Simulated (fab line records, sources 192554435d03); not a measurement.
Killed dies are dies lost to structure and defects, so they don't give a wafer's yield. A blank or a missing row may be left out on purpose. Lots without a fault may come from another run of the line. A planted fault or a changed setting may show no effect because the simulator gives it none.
fab line records | flow n5_finfet
record lots=5 wafers=15 last_day=15
route steps=1938 shown DUMMY_GATE@228 SPACER0@258 SD_EPI_N@262 BEOL_M4@1111 PASSIVATION@1936
lots that met no fault: from a run of the same line without faults
start_h: hours from the record's first day to the start of the lot's first wafer shown | wait_h: hours since the lot's step before | " the same as in the row above | L1.1+2: a row that stands for several wafers | - no value, or no start given | * or withheld: withheld | < > ~ a bound
route shown NAME@n: a module of which the file shows steps, and the number in the route of the first | usual: mean/standard deviation of fault-free wafers | same: alike in all rows | chamber/n: place in a boat | sites: the reading at each site | _std_site: their standard deviation | _edge_site: outer sites' mean less inner sites' | radius_mm: how far each site lies from the wafer's centre | mask NAME#n: copy n | behind: the tool/chamber that last shaped the wafer | hold: why the lot was held/for how many hours/how that ended | device: the transistor (n, p or np) that didn't switch | end of line: the same wafers' tests at the end of the route | a step without rows: its recipe alone | killed: dies lost to structure and defects at the first sort, not the wafer's yield | map: a wafer's dies, x killed, . not, _ none there
set.NAME: the setting as run; set.NAME@STEP: as run at that earlier step | model.NAME: the simulator's own value behind a step, which no gauge read
lots at some steps of the route; a table a step, a row a wafer
services: from which hour (start_h, from the record's first day; less than 0 if before it) a tool's chamber was out of use, for how many hours, and why
## steps
# step N5_DUMMY_GATE_EXPOSE_12
# recipe mask_id=GATE na=0.33 source_shape=annular sigma_inner=0.2 sigma_outer=0.6 polarization=unpolarized target_cd_nm=25 dose_mj=34
# step N5_DUMMY_GATE_PEB_13
# recipe peb_temp_c=100 peb_time_s=60 resist=CAR-EUV
# step N5_DUMMY_GATE_DEVELOP_14
# recipe develop_time_s=30 developer=TMAH resist=CAR-EUV rinse_liquid=surfactant_rinse dry=air_spin dev_temp_c=23
# step N5_DUMMY_GATE_DESCUM_20
# recipe chemistry=O2 time_s=6.2 source_power_w=50 bias_power_w=20 pressure_mtorr=20 rf_frequency_hz=2.712e+07 temp_c=40 resist=CAR-EUV o2_flow_sccm=225
# step N5_DUMMY_GATE_ETCH_29
# recipe chemistry=N2/H2 target=underlayer target_depth_a=130 ion_energy_ev=200 pressure_mtorr=30 source_w=840 bias_w=150 n2_flow_sccm=200 h2_flow_sccm=200
# step N5_DUMMY_GATE_ETCH_36
# recipe chemistry=CF4 target=SiARC target_depth_a=130 pressure_mtorr=40 source_w=545 bias_w=36 Ar_flow_sccm=100 cf4_flow_sccm=100 ion_energy_ev=80
# step N5_DUMMY_GATE_ETCH_37
# recipe chemistry=N2/H2 target=SOC target_depth_a=600 overetch_a=300 temp_c=40 ion_energy_ev=200 pressure_mtorr=30 source_w=840 bias_w=150 n2_flow_sccm=200 h2_flow_sccm=200
# step N5_DUMMY_GATE_STRIP_38
# recipe chemistry=N2/H2 temp_c=40 n2_flow_sccm=200 h2_flow_sccm=200 rf_frequency_hz=6e+07
# step N5_DUMMY_GATE_STRIP_39
# recipe chemistry=N2/H2 temp_c=40 n2_flow_sccm=200 h2_flow_sccm=200 rf_frequency_hz=6e+07
# step N5_DUMMY_GATE_TRIM_49
# recipe chemistry=O2 resist=SOC time_s=29 target_cd_nm=14 source_power_w=300 bias_power_w=0 O2_flow_sccm=100 temp_c=20
# usual drypump_motor_current_A=5.6/0.43 oes_product_au=1.000/0.021 temp_c=20.01/0.1 throttle_valve_pct=8.08/0.16
# columns lot.wafer tool chamber start_h wait_h drypump_motor_current_A oes_product_au rf_hours_counter_h temp_c throttle_valve_pct model.DUMMY_GATE.cd_nm
L469.1 rie_si-02 0 46.53 0.0 5.8 0.974 3 20.08 8.29 14
L469.4 " 1 " " 5.7 1.034 54 19.95 7.90 14
L469.6 " 0 " " 5.9 0.976 - 19.96 8.29 14.2
L483.2 rie_si-02 3 130.75 0.0 5.5 1.406 8 19.93 7.99 8.8
L483.4 " 0 " " 5.8 0.974 - 19.83 8.29 14.2
L483.6 " 3 " " 5.5 0.994 - 19.96 7.98 14.6
L484.1 rie_si-02 0 137.05 0.0 5.9 1.373 5 19.96 8.29 9
L484.2 " 3 " " 5.5 1.401 8 20.02 8.00 8.2
L484.3 " 1 " " 5.7 1.460 55 19.92 7.89 8.2
L485.3 rie_si-04 1 142.08 0.0 5.8 0.995 59 19.90 8.29 14
L485.4 " 0 " " 5.8 0.983 6 20.09 8.07 13.8
L485.6 " 2 " " 5.1 0.981 - 19.98 8.23 14
L486.1 rie_si-02 3 150.53 0.0 5.5 1.408 9 19.92 7.98 8
L486.5 " 0 " " 5.9 0.975 - 20.00 8.28 13.8
L486.6 " 1 " " 5.7 1.030 - 19.96 7.92 14.2
# step N5_DUMMY_GATE_STRIP_40
# recipe chemistry=CF4 resist=SiARC power_w=300 bias_power_w=75 pressure_mtorr=50 cf4_flow_sccm=150 rf_frequency_hz=6e+07
# step N5_DUMMY_GATE_CD_MEAS_50
# recipe target_cd_nm=14
# usual cd_nm=14.0/0.44
# columns lot.wafer tool chamber start_h wait_h cd_nm
L469.1 cd_sem-02 - 46.73 0.0 13.8
L469.4 " - " " 13.9
L469.6 " - " " 14.5
L483.2 cd_sem-02 - 130.90 0.0 8.7
L483.4 " - " " 14.5
L483.6 " - " " 14.7
L484.1 cd_sem-02 - 137.42 0.0 9.0
L484.2 " - " " 8.4
L484.3 " - " " 8.0
L485.3 cd_sem-02 - 142.24 0.0 14.1
L485.4 " - " " 13.6
L485.6 " - " " 14.3
L486.1 cd_sem-02 - 150.78 0.0 7.9
L486.5 " - " " 13.6
L486.6 " - " " 14.3
# step N5_DUMMY_GATE_ETCH_31
# recipe chemistry=C4F6/O2 target=SiO2 mask_material=SOC target_depth_a=825 time_s=27.5 ion_energy_ev=250 pressure_mtorr=30 source_w=345 bias_w=185 Ar_flow_sccm=300 C4F6_flow_sccm=10 O2_flow_sccm=10
# step N5_DUMMY_GATE_STRIP_41
# recipe chemistry=O2 power_w=400 temp_c=40 pressure_mtorr=30 rf_frequency_hz=6e+07 bias_power_w=0 overash_fraction=0.3 o2_flow_sccm=225
# step N5_DUMMY_GATE_HM_OPEN_21
# recipe chemistry=CH3F/O2 target=SiNx target_depth_a=1200 Ar_flow_sccm=150 CH3F_flow_sccm=30 O2_flow_sccm=23 time_s=171.4 pressure_mtorr=30 source_w=395 bias_w=73 ion_energy_ev=120.7
# step N5_DUMMY_GATE_ETCH_32
# recipe chemistry=CF4 target=SiO2 target_depth_a=35 time_s=3.9 ion_energy_ev=350 pressure_mtorr=10 icp_w=800 bias_w=400 cf4_flow_sccm=80
# step N5_DUMMY_GATE_ETCH_23
# recipe chemistry=HBr/Cl2/O2 HBr_flow_sccm=150 Cl2_flow_sccm=80 O2_flow_sccm=12 bias_w=102 target_depth_a=410 time_s=22.3 target=poly-Si mask_material=SiO2 pressure_mtorr=10 icp_w=800
# step N5_DUMMY_GATE_ETCH_44
# recipe chemistry=HBr/O2 over_etch_frac=0.7 target_depth_a=1275 stop_on=SiO2 ion_energy_ev=60 bias_w=20 target=poly-Si mask_material=SiO2 pressure_mtorr=20 icp_w=400 HBr_flow_sccm=120 O2_flow_sccm=10
# step N5_DUMMY_GATE_CD_MEAS_24
# recipe target_cd_nm=15
# usual cd_nm=15.0/0.51
# columns lot.wafer tool chamber start_h wait_h cd_nm
L469.1 cd_sem-03 - 47.23 0.1 15.4
L469.4 " - " " 15.5
L469.6 " - " " 15.6
L483.2 cd_sem-03 - 131.41 0.1 10.0
L483.4 " - " " 15.7
L483.6 " - " " 15.7
L484.1 cd_sem-03 - 137.97 0.1 10.0
L484.2 " - " " 9.6
L484.3 " - " " 9.7
L485.3 cd_sem-02 - 142.73 0.1 14.8
L485.4 " - " " 15.1
L485.6 " - " " 15.3
L486.1 cd_sem-02 - 151.27 0.1 8.8
L486.5 " - " " 14.7
L486.6 " - " " 15.2
# step N5_DUMMY_GATE_ETCH_42
# recipe chemistry=CHF3/O2 target=SiO2 target_depth_a=35 time_s=31 ion_energy_ev=30 bias_w=12 pressure_mtorr=30 source_w=600 Ar_flow_sccm=200 CHF3_flow_sccm=50 O2_flow_sccm=5
# usual drypump_motor_current_A=5.9/0.37 oes_product_au=0.75/0.067 rf_vpp_V=42.4/1.5 showerhead_plenum_p_Torr=2.43/0.07 throttle_valve_pct=18.84/0.2
# columns lot.wafer tool chamber start_h wait_h drypump_motor_current_A oes_product_au rf_hours_counter_h rf_vpp_V showerhead_plenum_p_Torr throttle_valve_pct model.DUMMY_GATE.cd_nm
L469.1 rie_diel-03 1 47.27 0.0 5.7 0.76 132 41.5 2.40 18.94 15.4
L469.4 " 0 " " 6.1 0.79 - 41.4 2.51 18.52 15.2
L469.6 " 1 " " 5.7 0.76 - 41.9 2.40 18.95 15.6
L483.2 rie_diel-03 3 131.52 0.1 6.6 0.92 19 41.5 2.56 18.53 10
L483.4 " 0 " " 6.1 0.76 147 41.1 2.50 18.56 15.4
L483.6 " 1 " " 5.7 0.73 - 42.4 2.39 18.99 15.6
L484.1 rie_diel-03 2 138.02 0.0 6.4 0.74 154 44.0 2.41 18.75 9.8
L484.2 " 3 " " 6.6 0.90 21 42.7 2.56 18.55 9.4
L484.3 " 1 " " 5.7 0.74 161 41.0 2.39 18.99 9.6
L485.3 rie_diel-01 2 142.77 0.0 5.4 0.88 52 43.5 2.43 18.93 14.8
L485.4 " 3 " " 6.3 0.68 - 40.9 2.37 18.84 15.4
L485.6 " 1 " " 5.7 0.67 - 41.1 2.37 18.67 15.2
L486.1 rie_diel-02 2 151.32 0.0 6.0 0.76 167 41.2 2.51 18.91 8.8
L486.5 " 0 " " 5.9 0.70 - 45.8 2.45 18.86 14.8
L486.6 " 1 " " 5.7 0.71 - 41.7 2.31 19.04 15.2
# step N5_DUMMY_GATE_STRIP_48
# recipe chemistry=N2/H2 time_s=20 power_w=100 temp_c=40 pressure_mtorr=100 rf_frequency_hz=6e+07 bias_power_w=3 n2_flow_sccm=300 h2_flow_sccm=300
# step N5_DUMMY_GATE_PRECLEAN_33
# recipe chemistry=dHF time_s=10 dilution=750:1 temp_c=25
# step N5_DUMMY_GATE_PRECLEAN_25
# recipe chemistry=O3/DIW time_s=45 temp_c=22 o3_ppm=10
# step N5_DUMMY_GATE_PRECLEAN_51
# recipe chemistry=SC2 time_s=45 temp_c=35 mix=1:1:50
# step N5_DUMMY_GATE_SRD_26
# recipe dry=ipa_marangoni time_s=30 temp_c=23 rinse_liquid=diw
# step N5_DUMMY_GATE_UV_OZONE_45
# recipe time_s=120 pressure_torr=760 temp_c=25
# step N5_SPACER0_ALD_07
# recipe material=SiNx target_thk_a=20 temp_c=400 ald_precursor_family=SiH2I2 ald_co_reactant=N2/H2-plasma pressure_torr=2
# step N5_SPACER0_ALD_00
# recipe material=SiOCN target_thk_a=35 temp_c=400 ald_precursor_family=alkyl-aminosilane ald_co_reactant=O2/N2-plasma pulse_time_s=3 purge_time_s=2 co_reactant_purge_time_s=2 ald_cycles=58 pressure_torr=2
# step N5_SPACER0_ALD_08
# recipe material=SiNx target_thk_a=20 temp_c=400 ald_precursor_family=SiH2I2 ald_co_reactant=N2/H2-plasma pressure_torr=2
# step N5_SD_EPI_N_COAT_32
# recipe resist=SOC temp_c=250 time_s=60 spin_rpm=1500 resist_thk_nm=350
# step N5_SD_EPI_N_COAT_33
# recipe resist=SiARC temp_c=220 time_s=60 spin_rpm=1500 resist_thk_nm=35
# step N5_SD_EPI_N_COAT_03
# recipe resist=CAR-ArF-block spin_rpm=1500 resist_thk_nm=150
# step N5_SD_EPI_N_EBR_05
# recipe solvent=PGMEA ebr_width_mm=1.5
# step N5_SD_EPI_N_SOFTBAKE_04
# recipe temp_c=110 time_s=60 resist=CAR-ArF-block
# step N5_SD_EPI_N_EXPOSE_06
# recipe mask_id=SD_N_BLK na=1.35 source_shape=conventional sigma_outer=0.8 polarization=unpolarized target_cd_nm=120 dose_mj=39.75
# step N5_SD_EPI_N_PEB_07
# recipe peb_temp_c=110 peb_time_s=60 resist=CAR-ArF-block
# step N5_SD_EPI_N_DEVELOP_08
# recipe develop_time_s=30 developer=TMAH resist=CAR-ArF-block dev_temp_c=23 rinse_liquid=diw dry=air_spin
# step N5_BEOL_M4_RC_MEAS_101
# usual DIBL_N=36.8/2.2 DIBL_P=37.0/2.8 IOFF_N=0.18/0.043 IOFF_P=0.23/0.05 ION_N=680/14 ION_P=466/9.1 SS_N=71.7/0.74 SS_P=73.5/0.79 VT_N=248/4 VT_P=-249/4.1
# columns lot.wafer tool chamber start_h wait_h DIBL_N[mV/V] DIBL_P[mV/V] IOFF_N[nA/um] IOFF_P[nA/um] ION_N[uA/um] ION_P[uA/um] SS_N[mV/dec] SS_P[mV/dec] VT_N[mV] VT_P[mV]
L469.1 prober-01 0 177.23 0.0 36.4 37.3 0.17 0.23 687 467 71.4 74.1 246 -248
L469.4 " 0 " " 35.0 36.8 0.14 0.21 664 463 70.8 74.5 249 -250
L469.6 " 0 " " 33.2 33.7 0.11 0.16 657 455 71.3 73.3 255 -252
L483.4 prober-02 0 254.51 0.5 36.2 36.5 0.18 0.22 692 471 71.5 73.1 245 -249
L483.6 " 0 " " 34.8 35.1 0.16 0.19 686 470 71.2 72.8 247 -251
L485.3 prober-02 0 255.53 0.3 40.1 37.2 0.20 0.20 672 447 73.7 73.9 252 -253
L485.4 " 0 " " 39.3 38.8 0.22 0.23 681 464 72.1 73.5 244 -251
L485.6 " 0 " " 40.2 38.2 0.23 0.22 689 453 73.5 74.5 246 -250
L486.5 prober-02 0 261.28 0.6 39.6 37.6 0.21 0.28 688 472 72.2 73.5 245 -243
L486.6 " 0 " " 36.5 32.5 0.13 0.19 666 464 71.9 72.2 253 -252
# step N5_PASSIVATION_PROBE_49
# usual defect_limited_yield=91.4/1.5 killed_at_M0_to_M3=36/11 killed_at_M4_up=14/6 killed_at_contacts=11/6 killed_at_front_end=37/11 killed_at_other=4/3.4 killed_dies=102/18 killed_on_rim=13/3.5 killed_open=66/13 killed_short=34/7.8 sort_bin_5_function=5.0/0.97 sort_bin_6_memory=3.2/0.7 sort_n_pass=1078/19 sort_yield_pct=91.3/1.6
# same gross_dies=1180 killed_at_back_side=0 sort_bin_4_leakage[%]=0 sort_bin_8_speed[%]=0
# columns lot.wafer tool chamber start_h wait_h defect_limited_yield[%] killed_at_M0_to_M3 killed_at_M4_up killed_at_contacts killed_at_front_end killed_at_other killed_dies killed_on_rim killed_open killed_short sort_bin_5_function[%] sort_bin_6_memory[%] sort_n_pass sort_yield_pct[%]
L469.1 prober-02 - 281.69 0.0 92.0 18 22 12 35 7 94 17 62 28 4.7 3.0 1086 92.0
L469.4 prober-02 - 281.84 0.2 92.3 38 18 5 28 2 91 11 59 30 4.5 2.7 1089 92.3
L469.6 prober-02 - 281.94 0.3 88.4 50 27 12 43 5 137 12 85 48 6.3 4.7 1043 88.4
L484.1 prober-02 - 352.94 0.0 0 45 17 9 1101 8 1180 152 61 48 96.4 3.2 0 0
L484.2 prober-02 - 352.99 0.1 0 35 17 10 1112 6 1180 152 67 38 96.5 3.2 0 0
L484.3 prober-02 - 353.04 0.1 0 43 9 9 1116 3 1180 152 64 33 96.4 3.5 0 0
L485.3 prober-02 - 359.01 0.7 91.9 30 7 14 36 9 96 21 63 33 4.2 3.6 1084 91.9
L485.4 prober-02 - 359.06 0.8 88.6 42 9 19 53 12 135 20 82 53 6.0 5.1 1045 88.6
L485.6 prober-02 - 359.16 0.9 90.7 37 15 15 34 9 110 18 78 32 5.8 3.1 1070 90.7
L483.2 prober-02 - 359.26 0.5 0 34 12 10 1123 1 1180 152 47 36 96.7 2.7 0 0
L483.4 prober-02 - 359.36 0.6 92.1 38 21 11 23 0 93 15 64 28 4.2 3.6 1087 92.1
L483.6 prober-02 - 359.46 0.7 89.7 46 22 12 40 2 122 18 81 38 5.7 4.1 1058 89.7
L486.1 prober-01 - 363.57 0.0 0 26 18 13 1123 0 1180 152 62 33 96.1 3.5 0 0
L486.5 prober-01 - 363.77 0.2 93.2 25 5 20 28 2 80 13 50 30 4.0 2.3 1100 93.2
L486.6 prober-01 - 363.82 0.3 91.7 32 11 16 37 2 98 8 58 38 4.9 3.1 1082 91.7
# killed by level:class
L469.1 BEOL_M4:geometric_particle:open=13 MOL_CONTACT_COAG:geometric_particle:open=11 FIN_SAQP:geometric_particle:short=8 STI_FIN_REVEAL:geometric_particle:open=5 BEOL_M3:geometric_particle:open=5 FIN_SAQP:geometric_particle:open=4 BEOL_M0_SAQP:geometric_particle:open=4 BEOL_M1:geometric_particle:open=3
L469.4 BEOL_M3:geometric_particle:open=12 FIN_SAQP:geometric_particle:short=7 BEOL_M4:geometric_particle:open=7 FIN_SAQP:geometric_particle:open=5 BEOL_M0_SAQP:geometric_particle:open=5 BEOL_M0_SAQP:geometric_particle:short=5 DUMMY_GATE:geometric_particle:open=4 BEOL_M0:geometric_particle:open=4
L469.6 BEOL_M0_SAQP:geometric_particle:open=17 BEOL_M4:geometric_particle:open=17 BEOL_M0_SAQP:geometric_particle:short=13 FIN_SAQP:geometric_particle:open=12 FIN_SAQP:geometric_particle:short=9 MOL_CONTACT_COAG:geometric_particle:open=9 STARTING-WAFER:geometric_particle:short=8 STI_FIN_REVEAL:geometric_particle:open=7
L484.1 DUMMY_GATE:area_trim=1071 BEOL_M0_SAQP:geometric_particle:open=8 BEOL_M4:geometric_particle:open=8 BEOL_M3:geometric_particle:open=8 FIN_SAQP:geometric_particle:short=7 MOL_CONTACT_COAG:geometric_particle:open=7 BEOL_M0_SAQP:geometric_particle:short=7 STI_FIN_REVEAL:geometric_particle:open=6
L484.2 DUMMY_GATE:area_trim=1075 BEOL_M0_SAQP:geometric_particle:short=11 STI_FIN_REVEAL:geometric_particle:open=10 MOL_CONTACT_COAG:geometric_particle:open=8 BEOL_M4:geometric_particle:open=8 BEOL_M0_SAQP:geometric_particle:open=7 BEOL_M3:geometric_particle:open=7 FIN_SAQP:geometric_particle:open=5
L484.3 DUMMY_GATE:area_trim=1083 BEOL_M0_SAQP:geometric_particle:open=12 FIN_SAQP:geometric_particle:short=10 FIN_SAQP:geometric_particle:open=8 MOL_CONTACT_COAG:geometric_particle:open=6 BEOL_M0_SAQP:geometric_particle:short=6 BEOL_M2:geometric_particle:open=6 BEOL_M3:geometric_particle:open=6
L485.3 STI_FIN_REVEAL:geometric_particle:open=13 FIN_SAQP:geometric_particle:open=10 MOL_CONTACT_COAG:geometric_particle:open=10 BEOL_M0_SAQP:geometric_particle:open=7 BEOL_M0_SAQP:geometric_particle:short=6 BEOL_M2:geometric_particle:open=5 MOL_CONTACT_COAG:geometric_particle:short=4 BEOL_M4:geometric_particle:open=4
L485.4 FIN_SAQP:geometric_particle:short=17 FIN_SAQP:geometric_particle:open=14 MOL_CONTACT_COAG:geometric_particle:open=14 BEOL_M0_SAQP:geometric_particle:open=14 BEOL_M0_SAQP:geometric_particle:short=10 BEOL_M2:geometric_particle:open=7 PASS1_CAP:geometric_particle:open=6 STI_FIN_REVEAL:geometric_particle:open=5
L485.6 MOL_CONTACT_COAG:geometric_particle:open=14 BEOL_M0_SAQP:geometric_particle:open=10 STI_FIN_REVEAL:geometric_particle:open=8 BEOL_M0_SAQP:geometric_particle:short=8 BEOL_M1:geometric_particle:open=7 FIN_SAQP:geometric_particle:open=6 BEOL_M4:geometric_particle:open=6 FIN_SAQP:geometric_particle:short=5
L483.2 DUMMY_GATE:area_trim=1096 BEOL_M0_SAQP:geometric_particle:open=9 BEOL_M2:geometric_particle:open=9 GATE_CUT:geometric_particle:short=8 BEOL_M0_SAQP:geometric_particle:short=7 MOL_CONTACT_COAG:geometric_particle:open=6 GATE_CUT:geometric_particle:open=5 FIN_SAQP:geometric_particle:short=4
L483.4 BEOL_M0_SAQP:geometric_particle:open=11 BEOL_M0_SAQP:geometric_particle:short=10 MOL_CONTACT_COAG:geometric_particle:open=9 BEOL_M2:geometric_particle:open=7 BEOL_M4:geometric_particle:open=7 FIN_SAQP:geometric_particle:short=4 DUMMY_GATE:geometric_particle:open=4 BEOL_M5:geometric_particle:open=4
L483.6 BEOL_M0_SAQP:geometric_particle:open=13 FIN_SAQP:geometric_particle:short=11 BEOL_M3:geometric_particle:open=10 MOL_CONTACT_COAG:geometric_particle:open=8 BEOL_M0_SAQP:geometric_particle:short=8 BEOL_M2:geometric_particle:open=7 BEOL_M5:geometric_particle:open=7 BEOL_M4:geometric_particle:open=6
L486.1 DUMMY_GATE:area_trim=1084 MOL_CONTACT_COAG:geometric_particle:open=10 GATE_CUT:geometric_particle:open=9 STI_FIN_REVEAL:geometric_particle:open=7 BEOL_M0_SAQP:geometric_particle:open=6 BEOL_M4:geometric_particle:open=6 BEOL_M2:geometric_particle:open=5 STARTING-WAFER:geometric_particle:short=5
L486.5 MOL_CONTACT_COAG:geometric_particle:open=16 GATE_CUT:geometric_particle:short=10 STI_FIN_REVEAL:geometric_particle:open=4 MOL_CONTACT_COAG:geometric_particle:short=4 BEOL_M0_SAQP:geometric_particle:short=4 BEOL_M0_SAQP:geometric_particle:open=4 BEOL_M1:geometric_particle:open=4 BEOL_M2:geometric_particle:open=4
L486.6 MOL_CONTACT_COAG:geometric_particle:open=11 GATE_CUT:geometric_particle:short=8 BEOL_M3:geometric_particle:open=8 STI_FIN_REVEAL:geometric_particle:open=7 BEOL_M0_SAQP:geometric_particle:open=6 MOL_CONTACT_COAG:geometric_particle:short=5 BEOL_M0_SAQP:geometric_particle:short=4 BEOL_M0:geometric_particle:open=4
# map L483.2 (x killed, . not)
_________________xxxxxxxxxxxx________________
______________xxxxxxxxxxxxxxxxxx_____________
___________xxxxxxxxxxxxxxxxxxxxxxxx__________
__________xxxxxxxxxxxxxxxxxxxxxxxxxx_________
________xxxxxxxxxxxxxxxxxxxxxxxxxxxxxx_______
_______xxxxxxxxxxxxxxxxxxxxxxxxxxxxxxxx______
______xxxxxxxxxxxxxxxxxxxxxxxxxxxxxxxxxx_____
_____xxxxxxxxxxxxxxxxxxxxxxxxxxxxxxxxxxxx____
____xxxxxxxxxxxxxxxxxxxxxxxxxxxxxxxxxxxxxx___
___xxxxxxxxxxxxxxxxxxxxxxxxxxxxxxxxxxxxxxxx__
___xxxxxxxxxxxxxxxxxxxxxxxxxxxxxxxxxxxxxxxx__
__xxxxxxxxxxxxxxxxxxxxxxxxxxxxxxxxxxxxxxxxxx_
__xxxxxxxxxxxxxxxxxxxxxxxxxxxxxxxxxxxxxxxxxx_
_xxxxxxxxxxxxxxxxxxxxxxxxxxxxxxxxxxxxxxxxxxxx
_xxxxxxxxxxxxxxxxxxxxxxxxxxxxxxxxxxxxxxxxxxxx
_xxxxxxxxxxxxxxxxxxxxxxxxxxxxxxxxxxxxxxxxxxxx
_xxxxxxxxxxxxxxxxxxxxxxxxxxxxxxxxxxxxxxxxxxxx
_xxxxxxxxxxxxxxxxxxxxxxxxxxxxxxxxxxxxxxxxxxxx
_xxxxxxxxxxxxxxxxxxxxxxxxxxxxxxxxxxxxxxxxxxxx
_xxxxxxxxxxxxxxxxxxxxxxxxxxxxxxxxxxxxxxxxxxxx
_xxxxxxxxxxxxxxxxxxxxxxxxxxxxxxxxxxxxxxxxxxxx
__xxxxxxxxxxxxxxxxxxxxxxxxxxxxxxxxxxxxxxxxxx_
__xxxxxxxxxxxxxxxxxxxxxxxxxxxxxxxxxxxxxxxxxx_
___xxxxxxxxxxxxxxxxxxxxxxxxxxxxxxxxxxxxxxxx__
___xxxxxxxxxxxxxxxxxxxxxxxxxxxxxxxxxxxxxxxx__
____xxxxxxxxxxxxxxxxxxxxxxxxxxxxxxxxxxxxxx___
_____xxxxxxxxxxxxxxxxxxxxxxxxxxxxxxxxxxxx____
______xxxxxxxxxxxxxxxxxxxxxxxxxxxxxxxxxx_____
_______xxxxxxxxxxxxxxxxxxxxxxxxxxxxxxxx______
________xxxxxxxxxxxxxxxxxxxxxxxxxxxxxx_______
__________xxxxxxxxxxxxxxxxxxxxxxxxxx_________
___________xxxxxxxxxxxxxxxxxxxxxxxx__________
______________xxxxxxxxxxxxxxxxxx_____________
_________________xxxxxxxxxxxx________________
# map L484.1 (x killed, . not)
_________________xxxxxxxxxxxx________________
______________xxxxxxxxxxxxxxxxxx_____________
___________xxxxxxxxxxxxxxxxxxxxxxxx__________
__________xxxxxxxxxxxxxxxxxxxxxxxxxx_________
________xxxxxxxxxxxxxxxxxxxxxxxxxxxxxx_______
_______xxxxxxxxxxxxxxxxxxxxxxxxxxxxxxxx______
______xxxxxxxxxxxxxxxxxxxxxxxxxxxxxxxxxx_____
_____xxxxxxxxxxxxxxxxxxxxxxxxxxxxxxxxxxxx____
____xxxxxxxxxxxxxxxxxxxxxxxxxxxxxxxxxxxxxx___
___xxxxxxxxxxxxxxxxxxxxxxxxxxxxxxxxxxxxxxxx__
___xxxxxxxxxxxxxxxxxxxxxxxxxxxxxxxxxxxxxxxx__
__xxxxxxxxxxxxxxxxxxxxxxxxxxxxxxxxxxxxxxxxxx_
__xxxxxxxxxxxxxxxxxxxxxxxxxxxxxxxxxxxxxxxxxx_
_xxxxxxxxxxxxxxxxxxxxxxxxxxxxxxxxxxxxxxxxxxxx
_xxxxxxxxxxxxxxxxxxxxxxxxxxxxxxxxxxxxxxxxxxxx
_xxxxxxxxxxxxxxxxxxxxxxxxxxxxxxxxxxxxxxxxxxxx
_xxxxxxxxxxxxxxxxxxxxxxxxxxxxxxxxxxxxxxxxxxxx
_xxxxxxxxxxxxxxxxxxxxxxxxxxxxxxxxxxxxxxxxxxxx
_xxxxxxxxxxxxxxxxxxxxxxxxxxxxxxxxxxxxxxxxxxxx
_xxxxxxxxxxxxxxxxxxxxxxxxxxxxxxxxxxxxxxxxxxxx
_xxxxxxxxxxxxxxxxxxxxxxxxxxxxxxxxxxxxxxxxxxxx
__xxxxxxxxxxxxxxxxxxxxxxxxxxxxxxxxxxxxxxxxxx_
__xxxxxxxxxxxxxxxxxxxxxxxxxxxxxxxxxxxxxxxxxx_
___xxxxxxxxxxxxxxxxxxxxxxxxxxxxxxxxxxxxxxxx__
___xxxxxxxxxxxxxxxxxxxxxxxxxxxxxxxxxxxxxxxx__
____xxxxxxxxxxxxxxxxxxxxxxxxxxxxxxxxxxxxxx___
_____xxxxxxxxxxxxxxxxxxxxxxxxxxxxxxxxxxxx____
______xxxxxxxxxxxxxxxxxxxxxxxxxxxxxxxxxx_____
_______xxxxxxxxxxxxxxxxxxxxxxxxxxxxxxxx______
________xxxxxxxxxxxxxxxxxxxxxxxxxxxxxx_______
__________xxxxxxxxxxxxxxxxxxxxxxxxxx_________
___________xxxxxxxxxxxxxxxxxxxxxxxx__________
______________xxxxxxxxxxxxxxxxxx_____________
_________________xxxxxxxxxxxx________________
## services
# columns tool chamber start_h hours kind
rie_diel-03 3 45.24 - clean
rie_diel-03 3 45.24 - consumable_replace:focus_ring
rie_diel-03 3 45.24 - consumable_replace:showerhead
rie_diel-03 3 45.24 20.0 scheduled_down
rie_diel-03 3 45.24 20.0 vent_cycle
rie_diel-01 1 50.76 6.3 repair
rie_diel-01 3 70.53 31.2 repair
rie_si-02 2 119.16 18.9 repair
rie_diel-01 0 140.58 7.1 repair
rie_diel-01 - 143.86 3.3 repair
rie_si-04 0 145.61 4.8 repair
rie_diel-03 1 147.36 3.3 repair
## key
first_sign step=N5_DUMMY_GATE_TRIM_49 reading=oes_product_au direction=up sigmas=19 usual=1.000 struck=1.410
effect step=N5_DUMMY_GATE_CD_MEAS_50 reading=cd_nm direction=down sigmas=13 usual=14.0 struck=8.4
effect step=N5_DUMMY_GATE_CD_MEAS_24 reading=cd_nm direction=down sigmas=11 usual=15.0 struck=9.6
effect step=N5_PASSIVATION_PROBE_49 reading=killed_at_front_end direction=up sigmas=94 usual=37 struck=1115
model_effect step=N5_DUMMY_GATE_TRIM_49 value=DUMMY_GATE.cd_nm without=14.24 struck=8.44
model_effect step=N5_DUMMY_GATE_ETCH_42 value=DUMMY_GATE.cd_nm without=15.36 struck=9.52
more_kills_born_at N5_DUMMY_GATE_TRIM_49@rie_si-02=5409
met_at N5_DUMMY_GATE_TRIM_49
struck_wafers L483.2,L484.1,L484.2,L484.3,L486.1
later_rows_left_out L483.2,L484.1,L484.2,L484.3,L486.1
onset_between 46.53 130.75
fault kind=process_parameter_drift tool=rie_si-02 chamber=- onset_h=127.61 steps=N5_DUMMY_GATE_TRIM_49 channel=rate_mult offset=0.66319 shape=step end_h=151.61 scope=struck_wafers_only
# later_rows_left_out: the simulator's readings of these wafers behind a module that went badly wrong aren't trusted and aren't shown, but for the sort
